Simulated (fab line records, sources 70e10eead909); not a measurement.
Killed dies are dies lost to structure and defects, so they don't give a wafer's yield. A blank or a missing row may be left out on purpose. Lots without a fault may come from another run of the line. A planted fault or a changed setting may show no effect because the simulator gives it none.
Chamber matching | flow nand_harc | NHARC_HYBRID_BOND_ACTIVATE_00 on rie_diel-06: 4 sister chambers
The step chemistry N2, time 60 s. 4 wafers are shown with their chamber, then 10 later ones without.

WAFERS WITH THEIR CHAMBER
wafer  | chamber | showerhead_plenum_p_Torr (Torr)
L612.2 | 1       | 1.81
L617.4 | 2       | 1.87
L621.4 | 3       | 1.70
L621.5 | 0       | 1.77

WAFERS WITHOUT THEIR CHAMBER
wafer  | showerhead_plenum_p_Torr (Torr)
L621.6 | 1.70
L627.1 | 1.70
L627.5 | 1.86
L627.6 | 1.70
L624.1 | 1.80
L624.5 | 1.80
L624.6 | 1.77
L628.1 | 1.80
L628.2 | 1.86
L628.6 | 1.76

WHICH CHAMBER EACH WENT THROUGH
wafer  | from the rows above | in truth
L621.6 | 3                   | 3
L627.1 | 3                   | 3
L627.5 | 2                   | 2
L627.6 | 3                   | 3
L624.1 | 1                   | 1
L624.5 | 1                   | 1
L624.6 | 0                   | 0
L628.1 | 1                   | 1
L628.2 | 2                   | 2
L628.6 | 0                   | 0
Placed correctly: 10 of 10. Can't be placed from these rows: 0. Placed wrongly: 0.
How it was worked out, from the rows above alone: a wafer's distance from a chamber is the root of the sum, over the readings, of the square of ((its reading less the chamber's mean) divided by the reading's scatter). The wafer belongs to the nearest chamber; if the next one is less than 2 further off, it can't be placed. A chamber's mean is the mean of its shown wafers. The scatter: with one shown wafer a chamber, the root of the mean of the squares of how far each hidden wafer lies from its nearest shown one.
